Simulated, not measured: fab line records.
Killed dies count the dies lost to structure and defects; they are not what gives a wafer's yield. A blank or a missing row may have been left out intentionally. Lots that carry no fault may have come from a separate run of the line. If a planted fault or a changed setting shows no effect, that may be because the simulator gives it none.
Code-filled problem report in 8D (eight disciplines) form    flow nand_harc    the parts of the form that need people (team, actions taken, sign-off) are left out

## 1. THE ISSUE
Mean of sort_bin_2_pct at NHARC_END_SORT_01: 94.2 % across 4 wafers in 2 lots; on wafers with no fault it is 2.7 % (standard deviation 1.2). Relative to the usual mean, that is a shift of +76 standard deviations.
First observed at day 30 16:23: wafer L942.2, on prober-02. At this step, 18 wafers from 6 lots have a number in the record. Rule for "out", or "out of limits": more than 4 standard deviations from the usual mean. The other wafers with a number count as sound.

## 2. WHAT THIS IS AND IS NOT
question                     is                                                                                                                   is not
which readings at this step  sort_bin_2_pct, defect_limited_yield, killed_at_array, killed_dies, sort_n_pass, sort_rim_yield_pct, sort_yield_pct  killed_open, killed_short, sort_bin_3_pct, sort_bin_4_pct
which lots                   L942, L943                                                                                                           L937, L938, L939, L940
which wafers of those lots   L942.2, L942.6, L943.2, L943.5                                                                                       L942.5, L943.6
read on which gauges         prober-01, prober-02                                                                                                 -
when                         from day 30 16:23                                                                                                    up to then (12 sound wafers); but 2 sound wafers of L942, L943 came after

## 3. SUSPECTS, AND WHAT RULES EACH OUT
Counting: any tool at a process step up to the reading remains a suspect provided it ran every lot that is out. Sound lots after the first of them don't rule it out here, since some wafers of a struck lot are sound.
- ruled out: the gauge at NHARC_END_SORT_01. The wafers that are out were read on 2 gauges (prober-01, prober-02).
- rie_diel-11 at NHARC_A_M1_DESCUM_14 (chemistry O2, time 3 s): kept. It ran every lot that is out, first L942 (day 29 01:09).
- pvd_sputter-01 at NHARC_A_M1_PVD_21 (deposits Cu, target thk 30 nm, time 20.49 s): kept. Ran every lot that is out, first one L942 (day 29 02:24); last sound lot up to then L940 (day 28 23:49).
- pecvd-02 at NHARC_A_M1_DEP_33 (deposits SiCN, target thk 30 nm): kept. Ran every lot that is out, first one L942 (day 29 04:10); last sound lot up to then L939 (day 28 01:37).
- cmp-04 at NHARC_A_BONDPAD_CMP_29 (polishes SiCN, target thk 200 nm): kept. Ran every lot that is out, first one L942 (day 29 05:18); last sound lot up to then L940 (day 29 02:14).
- Within rie_diel-11 at NHARC_A_M1_DESCUM_14: the wafers that are out ran in chambers 2, 3; their sound lot-mates ran in chambers 0, 1.
Left after counting: rie_diel-11 at NHARC_A_M1_DESCUM_14, pvd_sputter-01 at NHARC_A_M1_PVD_21, pecvd-02 at NHARC_A_M1_DEP_33, cmp-04 at NHARC_A_BONDPAD_CMP_29.

## 4. THE CAUSE (what the simulator had put in)
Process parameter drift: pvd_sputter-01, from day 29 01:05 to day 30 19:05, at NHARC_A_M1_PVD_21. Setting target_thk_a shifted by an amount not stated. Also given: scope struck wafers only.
After counting, 4 suspects remain, this tool included.

## 5. SEQUENCE OF EFFECTS, ordered by route
Each row: a reading where the mean over the struck wafers with a number is more than 3 standard deviations away from the usual. Scope: only readings with a usual standard deviation given in the record; hours: median across lots of the time from each lot's start at the first step in this table that gives one to its start at this step; sigmas: change in usual standard deviations.
hours  step               reading               usual   on struck wafers  change  sigmas
0      NHARC_END_SORT_01  defect_limited_yield  92.3 %  0.0               -92.3   -34
0      NHARC_END_SORT_01  killed_at_array       47      668               +622    +35
0      NHARC_END_SORT_01  killed_dies           52      677               +625    +35
0      NHARC_END_SORT_01  sort_bin_2_pct        2.7 %   94.2              +91.5   +76
0      NHARC_END_SORT_01  sort_n_pass           625     0                 -625    -35
0      NHARC_END_SORT_01  sort_rim_yield_pct    89 %    0                 -89     -20
0      NHARC_END_SORT_01  sort_yield_pct        92.3 %  0.0               -92.3   -34

## 6. HOW IT WOULD HAVE BEEN CAUGHT EARLIER
In this record the first reading out of limits at a measuring or inspecting step was taken at day 30 16:23, 39 hours after the fault began at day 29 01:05.
An alarm limit of 4 standard deviations would not have fired on the tool readings at NHARC_A_M1_PVD_21 for which the record gives a usual standard deviation, since none of them was out on any struck wafer.
All the lots that are out (2) had begun NHARC_A_M1_PVD_21 on pvd_sputter-01 by day 30 16:23. Had the tool been put on hold then, not one of them would have been saved.
